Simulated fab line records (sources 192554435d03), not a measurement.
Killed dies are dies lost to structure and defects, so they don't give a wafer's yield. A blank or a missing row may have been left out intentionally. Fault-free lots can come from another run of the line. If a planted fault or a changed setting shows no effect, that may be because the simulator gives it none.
What tool caused it? | flow n5-finfet | 72 wafers from 24 lots sampled at 4 of the route's 1938 steps

## WHAT EACH GAUGE READ, for each wafer
N5_BEOL_M1_CD_MEAS_28: target cd y 23.3 nm. Usual: cd-nm 23.93 nm, standard deviation 0.26.
lot  | measured     | on        | cd-nm (nm)        | flag
L074 | day 6 01:22  | cd-sem-01 | 23.89 23.99 24.01 |
L076 | day 6 16:32  | cd-sem-03 | 23.89 24.09 23.85 |
L075 | day 6 19:50  | cd-sem-03 | 24.08 24.50 23.86 |
L077 | day 6 22:49  | cd-sem-01 | 24.21 24.13 24.08 |
L078 | day 7 04:57  | cd-sem-01 | 23.82 23.91 23.95 |
L079 | day 7 17:14  | cd-sem-01 | 23.96 24.11 23.69 |
L080 | day 7 21:12  | cd-sem-02 | 23.78 23.90 23.86 |
L081 | day 7 22:07  | cd-sem-02 | 23.89 24.06 24.03 |
L082 | day 8 13:36  | cd-sem-03 | 23.84 24.23 24.06 |
L083 | day 8 13:39  | cd-sem-01 | 23.91 24.41 23.96 |
L084 | day 8 13:45  | cd-sem-03 | 23.72 23.59 24.08 |
L085 | day 8 23:49  | cd-sem-01 | 23.88 23.94 24.46 |
L086 | day 9 03:20  | cd-sem-03 | 24.03 23.75 24.31 |
L087 | day 9 06:31  | cd-sem-03 | 23.75 23.78 23.74 |
L088 | day 9 12:06  | cd-sem-01 | 23.51 23.78 23.82 |
L089 | day 9 21:59  | cd-sem-01 | 24.41 24.14 23.68 |
L090 | day 9 23:19  | cd-sem-01 | 23.97 24.00 23.67 |
L091 | day 10 06:05 | cd-sem-02 | 24.02 23.61 24.01 |
L092 | day 10 17:13 | cd-sem-02 | 24.35 24.02 24.05 |
L093 | day 10 23:55 | cd-sem-02 | 23.52 23.69 23.78 |
L094 | day 11 16:31 | cd-sem-01 | 23.97 23.87 23.70 |
L095 | day 11 17:04 | cd-sem-03 | 23.72 24.38 24.50 |
L096 | day 11 17:46 | cd-sem-02 | 23.85 23.88 23.86 |
L097 | day 11 21:11 | cd-sem-01 | 23.62 23.75 24.30 |

N5_BEOL_M1_OVL_MEAS_29. Usual: for V0_OVL the level is -0.2 nm and the standard deviation is 0.69.
lot  | measured     | on         | V0_OVL (nm)    | flag
L074 | day 6 01:25  | overlay-01 | -0.6 0.3 -0.8  |
L076 | day 6 16:34  | overlay-02 | 1.0 0.6 -0.5   |
L075 | day 6 19:53  | overlay-02 | -0.6 -0.5 -0.2 |
L077 | day 6 22:52  | overlay-02 | -1.0 -1.3 -0.6 |
L078 | day 7 04:59  | overlay-02 | 0.3 -0.2 0.5   |
L079 | day 7 17:16  | overlay-02 | -0.6 -1.2 -1.2 |
L080 | day 7 21:14  | overlay-02 | 0.2 0.0 -1.3   |
L081 | day 7 22:10  | overlay-02 | -0.3 -1.1 -0.8 |
L082 | day 8 13:38  | overlay-01 | 0.7 0.5 0.7    |
L083 | day 8 13:41  | overlay-02 | -0.1 0.3 0.0   |
L084 | day 8 13:47  | overlay-01 | 0.9 1.4 0.7    |
L085 | day 8 23:51  | overlay-02 | 0.6 -0.6 -0.2  |
L086 | day 9 03:22  | overlay-02 | -0.1 -0.2 -0.1 |
L087 | day 9 06:33  | overlay-01 | -0.2 -0.2 -0.7 |
L088 | day 9 12:08  | overlay-01 | 0.1 -0.8 -0.1  |
L089 | day 9 22:01  | overlay-01 | -0.5 0.5 -0.5  |
L090 | day 9 23:20  | overlay-02 | -0.7 -0.9 0.8  |
L091 | day 10 06:07 | overlay-02 | 0.9 0.5 0.8    |
L092 | day 10 17:15 | overlay-01 | -0.2 0.7 -0.4  |
L093 | day 10 23:57 | overlay-02 | 0.3 0.3 0.7    |
L094 | day 11 16:33 | overlay-02 | -0.6 -0.7 -1.0 |
L095 | day 11 17:05 | overlay-02 | 0.9 1.1 0.5    |
L096 | day 11 17:48 | overlay-01 | -0.5 -1.4 -0.1 |
L097 | day 11 21:14 | overlay-02 | 0.1 0.4 -0.1   |

N5_BEOL_M1_INSPECT_30: inspects for defects (brightfield). Usual: raw-defect-count 395, standard deviation 97.
lot  | measured     | on                | raw-defect-count | flag
L074 | day 6 01:27  | defect-inspect-01 | 313 356 303      |
L076 | day 6 16:37  | defect-inspect-02 | 569 571 583      |
L075 | day 6 19:56  | defect-inspect-02 | 320 481 500      |
L077 | day 6 22:55  | defect-inspect-01 | 320 272 336      |
L078 | day 7 05:02  | defect-inspect-02 | 384 407 279      |
L079 | day 7 17:19  | defect-inspect-02 | 401 348 270      |
L080 | day 7 21:18  | defect-inspect-02 | 581 468 387      |
L081 | day 7 22:13  | defect-inspect-01 | 328 556 343      |
L082 | day 8 13:41  | defect-inspect-01 | 296 353 281      |
L083 | day 8 13:44  | defect-inspect-01 | 311 323 386      |
L084 | day 8 13:50  | defect-inspect-01 | 370 477 391      |
L085 | day 8 23:55  | defect-inspect-01 | 325 351 352      |
L086 | day 9 03:25  | defect-inspect-01 | 406 374 506      |
L087 | day 9 06:37  | defect-inspect-01 | 372 340 467      |
L088 | day 9 12:12  | defect-inspect-01 | 408 471 472      |
L089 | day 9 22:04  | defect-inspect-01 | 385 315 424      |
L090 | day 9 23:23  | defect-inspect-01 | 339 550 350      |
L091 | day 10 06:11 | defect-inspect-02 | 448 483 328      |
L092 | day 10 17:19 | defect-inspect-01 | 347 282 343      |
L093 | day 11 00:01 | defect-inspect-02 | 376 332 316      |
L094 | day 11 16:36 | defect-inspect-01 | 317 301 367      |
L095 | day 11 17:09 | defect-inspect-02 | 635 472 487      |
L096 | day 11 17:52 | defect-inspect-02 | 431 502 662      |
L097 | day 11 21:17 | defect-inspect-02 | 306 409 430      |

## WHICH TOOL RAN EACH LOT (tool, then ch and the chambers of the sampled wafers, then the start)
lot  | N5_BEOL_M1_STRIP_66
L074 | rie-diel-02 ch 1,2,3, day 6 00:48
L076 | rie-diel-04 ch 0,2,3, day 6 15:52
L075 | rie-diel-03 ch 1,3, day 6 19:05
L077 | rie-diel-04 ch 1,2,3, day 6 22:17
L078 | rie-diel-04 ch 0,1,2, day 7 04:17
L079 | rie-diel-04 ch 0,1,3, day 7 16:31
L080 | rie-diel-03 ch 0,1,2, day 7 20:32
L081 | rie-diel-04 ch 1,2, day 7 21:35
L082 | rie-diel-04 ch 0,1,2, day 8 12:48
L083 | rie-diel-02 ch 0,3, day 8 12:49
L084 | rie-diel-02 ch 0,1,2, day 8 13:07
L085 | rie-diel-04 ch 1,3, day 8 23:09
L086 | rie-diel-03 ch 0,1, day 9 02:47
L087 | rie-diel-03 ch 1,3, day 9 05:57
L088 | rie-diel-03 ch 0,1,2, day 9 11:26
L089 | rie-diel-03 ch 1,2,3, day 9 21:26
L090 | rie-diel-04 ch 1,2,3, day 9 22:25
L091 | rie-diel-02 ch 1,2,3, day 10 05:30
L092 | rie-diel-02 ch 0,1,2, day 10 16:34
L093 | rie-diel-02 ch 0,2,3, day 10 23:22
L094 | rie-diel-02 ch 0,1, day 11 12:40
L095 | rie-diel-04 ch 0,2, day 11 16:20
L096 | rie-diel-02 ch 0,1,2, day 11 17:14
L097 | rie-diel-03 ch 0,2, day 11 20:39
- N5_BEOL_M1_STRIP_66: strips in CF4.

## WHAT THE TOOLS THEMSELVES READ (means of the sampled wafers that have a number; where no wafer has one, the mark that the record gives instead)
N5_BEOL_M1_STRIP_66. Usual: drypump-motor-current-A 5.6 A, standard deviation 0.43; oes-product-au 0.77 a.u., standard deviation 0.08; rf-vpp-V 271.4 V, standard deviation 1.2; showerhead-plenum-p-Torr 1.81 Torr, standard deviation 0.051; throttle-valve-pct 13.62 %, standard deviation 0.27.
lot  | tool        | drypump-motor-current-A (A) | oes-product-au (a.u.) | rf-vpp-V (V) | showerhead-plenum-p-Torr (Torr) | throttle-valve-pct (%) | flag
L074 | rie-diel-02 | 5.7                         | 0.73                  | 271.5        | 1.80                            | 13.63                  |
L076 | rie-diel-04 | 5.6                         | 0.75                  | 272.1        | 1.87                            | 13.67                  |
L075 | rie-diel-03 | 5.3                         | 0.91                  | 270.5        | 1.79                            | 13.60                  |
L077 | rie-diel-04 | 5.5                         | 0.74                  | 271.4        | 1.84                            | 13.67                  |
L078 | rie-diel-04 | 5.8                         | 0.74                  | 272.4        | 1.85                            | 13.75                  |
L079 | rie-diel-04 | 5.7                         | 0.70                  | 271.3        | 1.84                            | 13.87                  |
L080 | rie-diel-03 | 5.4                         | 0.91                  | 271.0        | 1.78                            | 13.34                  |
L081 | rie-diel-04 | 5.7                         | 0.74                  | 271.6        | 1.81                            | 13.76                  |
L082 | rie-diel-04 | 5.8                         | 0.74                  | 272.3        | 1.84                            | 13.77                  |
L083 | rie-diel-02 | 5.3                         | 0.76                  | 270.2        | 1.74                            | 13.54                  |
L084 | rie-diel-02 | 5.8                         | 0.75                  | 270.7        | 1.79                            | 13.46                  |
L085 | rie-diel-04 | 5.4                         | 0.69                  | 272.0        | 1.83                            | 13.81                  |
L086 | rie-diel-03 | 5.4                         | 0.92                  | 271.0        | 1.75                            | 13.20                  |
L087 | rie-diel-03 | 5.6                         | 0.82                  | 270.4        | 1.81                            | 13.72                  |
L088 | rie-diel-03 | 5.4                         | 0.88                  | 271.4        | 1.78                            | 13.36                  |
L089 | rie-diel-03 | 5.5                         | 0.83                  | 270.7        | 1.80                            | 13.63                  |
L090 | rie-diel-04 | 5.5                         | 0.72                  | 272.4        | 1.83                            | 13.72                  |
L091 | rie-diel-02 | 5.7                         | 0.71                  | 271.5        | 1.80                            | 13.66                  |
L092 | rie-diel-02 | 5.8                         | 0.74                  | 270.4        | 1.79                            | 13.50                  |
L093 | rie-diel-02 | 5.4                         | 0.72                  | 271.2        | 1.78                            | 13.60                  |
L094 | rie-diel-02 | 6.2                         | 0.73                  | 269.8        | 1.76                            | 13.59                  |
L095 | rie-diel-04 | 5.9                         | 0.73                  | 272.3        | 1.87                            | 13.82                  |
L096 | rie-diel-02 | 5.8                         | 0.74                  | 271.3        | 1.78                            | 13.51                  |
L097 | rie-diel-03 | 5.6                         | 0.83                  | 271.0        | 1.79                            | 13.36                  |

## THE ANSWER, worked out from the rows above alone
Rule: lot off if the mean of its wafers having a number is beyond 3 standard deviations from the usual mean. Also off: a lot with no number at a reading for which 4 or more lots have one. Where the step has rows for the other lots, those lots are counted as sound. First the gauges in route order, then the tools' own readings, where a lot's mean is used as printed above. At the first step where some lot is off, the reading lying furthest off is the one used; lots without a number count as furthest.
No lot is off at any reading shown: from this, nothing can be told.

## WHAT THE SIMULATOR PUT IN
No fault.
